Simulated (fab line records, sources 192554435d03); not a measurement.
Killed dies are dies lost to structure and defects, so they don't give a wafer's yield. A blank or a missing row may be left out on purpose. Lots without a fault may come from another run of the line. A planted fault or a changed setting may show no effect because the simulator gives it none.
Chamber matching | flow n5_finfet | N5_PASSIVATION_PECVD_35 on pecvd-04: 3 sister chambers
The step deposits SiNx from SiH4/NH3/N2, target thk 700 nm, time 151.3 s. 14 wafers are shown with their chamber, then 6 later ones without.

WAFERS WITH THEIR CHAMBER
wafer  | chamber | throttle_valve_pct (%) | showerhead_plenum_p_Torr (Torr) | heater_power_w (W)
L622.2 | 2       | 28.4                   | 8.71                            | 487
L622.3 | 1       | 30.3                   | 8.76                            | 533
L622.6 | 0       | 32.5                   | 8.55                            | 631
L623.1 | 0       | 32.6                   | 8.54                            | 542
L623.2 | 1       | 30.6                   | 8.78                            | 526
L623.5 | 1       | 30.5                   | 8.77                            | 373
L624.2 | 2       | 28.6                   | 8.72                            | 365
L624.5 | 0       | 32.8                   | 8.53                            | 574
L624.6 | 2       | 28.6                   | 8.72                            | 435
L628.3 | 2       | 28.2                   | 8.70                            | 498
L628.4 | 1       | 30.4                   | 8.74                            | 372
L628.5 | 0       | 32.5                   | 8.55                            | 465
L635.1 | 2       | 28.4                   | 8.75                            | 413
L635.2 | 1       | 30.6                   | 8.77                            | 424

SIGNATURES (means of the wafers above)
reading                  | chamber 0 | chamber 1 | chamber 2 | scatter within a chamber
throttle_valve_pct       | 32.600    | 30.480    | 28.440    | 0.148
showerhead_plenum_p_Torr | 8.5425    | 8.7640    | 8.7200    | 0.0154
heater_power_w           | 553.00    | 445.60    | 439.60    | 68.5
Rule: a wafer's distance from a chamber is the root of the sum, over the readings, of the square of ((its reading less the chamber's mean) divided by the reading's scatter). The wafer belongs to the nearest chamber; if the next one is less than 2 further off, it can't be placed. The scatter: the root of (the sum of the squares of (reading less its chamber's mean) over the shown wafers, divided by (wafers less chambers)).

WAFERS WITHOUT THEIR CHAMBER
wafer  | throttle_valve_pct (%) | showerhead_plenum_p_Torr (Torr) | heater_power_w (W)
L635.3 | 32.6                   | 8.54                            | 554
L636.1 | 32.5                   | 8.53                            | 536
L636.4 | 30.6                   | 8.78                            | 446
L636.6 | 32.4                   | 8.53                            | 591
L645.2 | 28.7                   | 8.72                            | 374
L645.3 | 27.3                   | 8.76                            | 495

WHICH CHAMBER EACH WENT THROUGH
wafer  | from the rows above | in truth
L635.3 | 0                   | 0
L636.1 | 0                   | 0
L636.4 | 1                   | 1
L636.6 | 0                   | 0
L645.2 | 2                   | 2
L645.3 | 2                   | 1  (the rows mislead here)
Placed correctly: 5 of 6. Can't be placed from these rows: 0. Placed wrongly: 1.
